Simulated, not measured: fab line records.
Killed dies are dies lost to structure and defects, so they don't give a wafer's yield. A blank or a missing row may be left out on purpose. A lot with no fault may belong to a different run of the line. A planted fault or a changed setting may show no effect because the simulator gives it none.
A struck lot beside a sound one ; flow n5-finfet ; 14 out of 1938 route steps
Sound: these wafers, L356.4, L356.5. Wafers struck: L354.2, L354.4, L354.6. The cause is given at the end.
For every step that has rows: the tool of each side, followed by ch and its chambers, followed by its first start. Under that, the readings that differ: sound wafers ; struck wafers ; difference of the means ; sigmas: that difference in standard deviations of wafers without a fault.
alike: a reading whose means differ by less than 2 such deviations, as well as words and numbers matching on both sides. not compared: withheld readings; readings where some wafer has no value; bounds like >300 that might hide an equal value; numbers whose values overlap and for which the record gives no deviation.
A row with sigmas, a row that says differs or no value, or rows on one side alone: a step with any of these is where the two part. Numbers that don't overlap but have no deviation are shown without sigmas and don't part them. A reading that every wafer of one side lacks parts them only if that side has two wafers or more.

first, 3 steps without rows for these wafers: N5_FIN_SAQP_PRECLEAN_38 (cleans in O3/DIW, time 45 s); N5_FIN_SAQP_PRECLEAN_45 (cleans in dHF, time 10 s); N5_FIN_SAQP_SRD_39 (time 30 s).
N5_FIN_SAQP_OCD_MEAS_76:
  sound on ocd-01 at day 6 14:50; struck on ocd-02 at day 6 03:50
  alike: trench-depth-nm
N5_FIN_SAQP_INSPECT_40: inspects for defects (brightfield).
  sound on defect-inspect-02 at day 6 14:52; struck on defect-inspect-02 at day 6 03:52
  alike: raw-defect-count
then, 7 steps without rows for these wafers: N5_FIN_CUT_COAT_18 (time 60 s, resist thk 230 nm); N5_FIN_CUT_COAT_19 (time 60 s, resist thk 20 nm); N5_FIN_CUT_COAT_29 (time 60 s, resist thk 10 nm); N5_FIN_CUT_COAT_02 (resist thk 30 nm); N5_FIN_CUT_EBR_04; N5_FIN_CUT_SOFTBAKE_03 (time 60 s); N5_FIN_CUT_EXPOSE_05 (exposes mask FIN CUT).
N5_FIN_CUT_PEB_06: peb time 60 s.
  struck on litho-track-01, day 6 04:07; sound on litho-track-02 ch 0, day 6 15:14
  no value came back on the struck wafers for chill-plate-temp-C (C), exhaust-pa (Pa), peb-time-s (s); on the sound wafers chill-plate-temp-C (C) reads 22.97 22.98
then, 1 step without rows for these wafers: N5_FIN_CUT_DEVELOP_07 (develop time 30 s).

== WHERE THEY PART ==
Within this record, at N5_FIN_CUT_PEB_06 only.

WHY: what had been put in by the simulator
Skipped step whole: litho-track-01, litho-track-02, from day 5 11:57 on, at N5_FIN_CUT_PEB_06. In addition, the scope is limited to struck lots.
